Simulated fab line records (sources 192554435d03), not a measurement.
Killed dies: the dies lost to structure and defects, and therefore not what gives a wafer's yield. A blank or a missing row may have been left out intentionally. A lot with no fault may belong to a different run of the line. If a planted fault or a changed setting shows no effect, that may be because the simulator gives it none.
Lot-split experiment	flow n5-finfet	39 wafers read across 7 lots, on a route 1938 steps long

THE SPLIT ITSELF
At N5_SD_EPI_P_DEVELOP_08 (develop time 30 s), the setting develop-time-s was moved away from the recipe's 30 s on 18 of the 39 wafers read, by -51.3% to +19.6%. For the rest of the wafers, this setting stayed at what the recipe calls for.

No step appears in the file between the split and the reading.

THE READING
cd-nm, in nm, at N5_SD_EPI_P_CD_MEAS_09 (target cd 240 nm). Fault-free wafers of this fab line usually give 239.9 nm, standard deviation 1.1 nm.

wafer	tool, chamber at the split	develop-time-s as run, s	against the recipe	cd-nm, nm	against lot-mates on the recipe
L077.1	litho-track-04, 0	22.84	-23.9%	239.2	-2.1
L077.2	litho-track-04, 0	30	recipe	240.4	-
L077.3	litho-track-04, 0	22.84	-23.9%	239.9	-1.4
L077.4	litho-track-04, 0	30	recipe	241.7	-
L077.5	litho-track-04, 0	22.84	-23.9%	240.1	-1.2
L077.6	litho-track-04, 0	30	recipe	241.9	-
L080.1	litho-track-04, 0	14.91	-50.3%	238.0	-2.3
L080.2	litho-track-04, 0	14.91	-50.3%	238.0	-2.3
L080.3	litho-track-04, 0	14.91	-50.3%	237.2	-3.1
L080.4	litho-track-04, 0	30	recipe	240.3	-
L080.5	litho-track-04, 0	30	recipe	240.8	-
L080.6	litho-track-04, 0	30	recipe	239.8	-
L085.1	litho-track-03, 0	30	recipe	238.6	-
L085.2	litho-track-03, 0	21.81	-27.3%	236.6	-2.7
L085.3	litho-track-03, 0	30	recipe	239.3	-
L085.4	litho-track-03, 0	21.81	-27.3%	239.1	-0.2
L085.5	litho-track-03, 0	21.81	-27.3%	237.5	-1.8
L085.6	litho-track-03, 0	30	recipe	239.9	-
L089.1	litho-track-03, 0	30	recipe	240.0	-
L089.2	litho-track-03, 0	30	recipe	239.6	-
L089.6	litho-track-03, 0	30	recipe	238.5	-
L091.1	litho-track-03, 0	30	recipe	238.6	-
L091.2	litho-track-03, 0	30	recipe	239.6	-
L091.3	litho-track-03, 0	35.88	+19.6%	240.0	+0.9
L091.4	litho-track-03, 0	30	recipe	239.1	-
L091.5	litho-track-03, 0	35.88	+19.6%	239.4	+0.3
L091.6	litho-track-03, 0	35.88	+19.6%	240.6	+1.5
L092.1	litho-track-05, 0	30	recipe	240.8	-
L092.2	litho-track-05, 0	20.46	-31.8%	238.6	-2.0
L092.3	litho-track-05, 0	20.46	-31.8%	238.4	-2.2
L092.4	litho-track-05, 0	30	recipe	240.5	-
L092.5	litho-track-05, 0	20.46	-31.8%	238.5	-2.1
L092.6	litho-track-05, 0	30	recipe	240.5	-
L097.1	litho-track-03, 0	14.6	-51.3%	234.6	-4.1
L097.2	litho-track-03, 0	30	recipe	239.6	-
L097.3	litho-track-03, 0	30	recipe	238.3	-
L097.4	litho-track-03, 0	30	recipe	238.3	-
L097.5	litho-track-03, 0	14.6	-51.3%	233.6	-5.1
L097.6	litho-track-03, 0	14.6	-51.3%	234.5	-4.2

FIT RESULTS
A straight line over all 39 wafers: cd-nm changes by +0.0616 nm for each +1% of develop-time-s; r = +0.73; the points scatter about the line by 1.3 nm.
The same after taking each lot's own level away (the mean of its wafers on the recipe; 39 wafers): +0.0657 nm for each +1%; r = +0.90; scatter 0.68 nm.
The reading moves by 3.4 nm for the largest change in develop-time-s, on that fit.
The span of the lots' own levels, 238.73 to 241.33 nm, comes to 2.4 times the standard deviation stated above.
So the lot-to-lot level blurs the effect unless lot-mates are compared.
Check: with one of the wafers moved furthest among these (-51.3%) left out of the fit, the line predicts -3.33 nm for it against its lot-mates. It came out at -4.13 nm against them.

THESE WAFERS: OTHER SPLITS
Other splits were also applied to these wafers ahead of the reading. Each is held against what the fit with the lots' levels taken away leaves over:
other split on the same wafers	wafers away from the commonest value	r with cd-nm (lot level and that fit taken away)
N5_ZERO_LAYER_PECVD_02 time-s	18	-0.09
N5_PMOS_HMC_CHANNEL_EPI_HM_DEP_34 time-s	9	-0.06

THE WHOLE CHAIN: every reading that the file lists as answering this split, in the file's order
step	what it does	reading	change (the file's fit)	r (the file's)
N5_SD_EPI_P_CD_MEAS_09	target cd 240 nm	cd-nm	+0.0668 nm for each +1% of the setting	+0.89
N5_SD_EPI_P_DESCUM_14	chemistry O2, time 7.9 s	SD_EPI_P.cd-nm (the simulator's own value, which no gauge read)	+0.0649 nm for each +1% of the setting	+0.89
N5_SD_EPI_P_ETCH_36	etches SiARC in CF4, target depth 45.5 nm, time 75.8 s	SD_EPI_P.cd-nm (the simulator's own value, which no gauge read)	+0.0669 nm for each +1% of the setting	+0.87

THE FILE'S OWN FIT
cd-nm changes by +0.0668 nm for each +1% of develop-time-s, r = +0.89.
